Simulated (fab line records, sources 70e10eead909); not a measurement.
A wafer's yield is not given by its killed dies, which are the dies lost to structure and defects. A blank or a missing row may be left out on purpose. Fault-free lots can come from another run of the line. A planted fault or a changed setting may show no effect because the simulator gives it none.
Problem report in the 8D (eight disciplines) form, filled by code + flow nand harc + the parts of the form that need people (team, actions taken, sign-off) are left out

## 1. THE ISSUE
killed at periphery at NHARC_END_SORT_01 reads a mean of 39.0 on 3 wafers of 2 lots; wafers without a fault read 4.2 with a standard deviation of 2.5. Relative to the usual mean, that is a shift of +14 standard deviations.
The first sign was on wafer L262.2 at day 33 02:05, on prober-01. At this step, 6 wafers from 2 lots have a number in the record. Rule for "out", or "out of limits": more than 4 standard deviations from the usual mean. Any other wafer with a number is counted as sound.

## 2. WHAT IT IS; WHAT IT IS NOT
| question                    | is                     | is not                                                                   |
|-----------------------------|------------------------|--------------------------------------------------------------------------|
| which readings at this step | killed at periphery    | killed at array, killed at other, killed open, killed short              |
| which lots                  | L261, L262             | -                                                                        |
| which wafers of those lots  | L261.5, L262.2, L262.5 | L261.1, L261.6, L262.6                                                   |
| read on which gauges        | prober-01              | -                                                                        |
| when                        | from day 33 02:05      | up to then (0 sound wafers); but 3 sound wafers of L261, L262 came after |

## 3. WHAT RULES OUT EACH SUSPECT
Counting: any tool at a process step up to the reading remains a suspect provided it ran every lot that is out. Sound lots after the first of them don't rule it out here, since some wafers of a struck lot are sound.
- the gauge at NHARC_END_SORT_01: kept. All the wafers that are out were read on prober-01, and no step on other tools shows them out.
- cvd w-02 at NHARC_P_CONTACT_CVD_23 (deposits W, target thk 200 nm, time 557 s): kept. It ran every lot that is out, first L262 (day 14 09:24).
- cmp-02 at NHARC_THIN_TSV_CMP_21 (polishes, t overpolish 30 s, target thk 2000 nm): kept. It ran every lot that is out, first L262 (day 32 08:09).
- rie diel-08 at NHARC_THIN_TSV_DESCUM_35 (chemistry O2, time 3 s): kept. It ran every lot that is out, first L262 (day 32 09:51).
- Within cvd w-02 at NHARC_P_CONTACT_CVD_23, the wafers that are out were processed in chamber 1 and their sound lot-mates in chamber 0.
Left after counting: cvd w-02 at NHARC_P_CONTACT_CVD_23, cmp-02 at NHARC_THIN_TSV_CMP_21, rie diel-08 at NHARC_THIN_TSV_DESCUM_35, prober-01 at NHARC_END_SORT_01.

## 4. THE CAUSE (what the simulator had put in)
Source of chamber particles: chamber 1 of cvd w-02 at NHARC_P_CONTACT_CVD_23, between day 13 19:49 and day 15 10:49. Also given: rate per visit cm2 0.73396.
Counting leaves 4 suspects; this tool is one of them.

## 5. THE EFFECT CHAIN, in route order
One row per reading whose mean, taken over the struck wafers that have a number, lies over 3 standard deviations from the usual. Only readings whose record carries a usual standard deviation are examined. hours: median over the lots of the time between each lot's start at the first step of this table that gives one and its start at this step. sigmas: the change, counted in usual standard deviations.
| hours | step              | reading             | usual | on struck wafers | change | sigmas |
|-------|-------------------|---------------------|-------|------------------|--------|--------|
| 0     | NHARC_END_SORT_01 | killed at periphery | 4.2   | 39.0             | +34.8  | +14    |

## 6. HOW IT WOULD HAVE BEEN CAUGHT EARLIER
462 hours passed between the start of the fault at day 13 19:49 and the first reading out of limits at a measuring or inspecting step in this record, taken at day 33 02:05.
No tool reading at NHARC_P_CONTACT_CVD_23 that has a usual standard deviation in the record was out on any struck wafer, so an alarm limit of 4 standard deviations on those readings would not have fired.
By day 33 02:05 the whole set of lots that are out, 2 in number, had already begun NHARC_P_CONTACT_CVD_23 on cvd w-02. Tool hold at that time: it would have spared none of them.
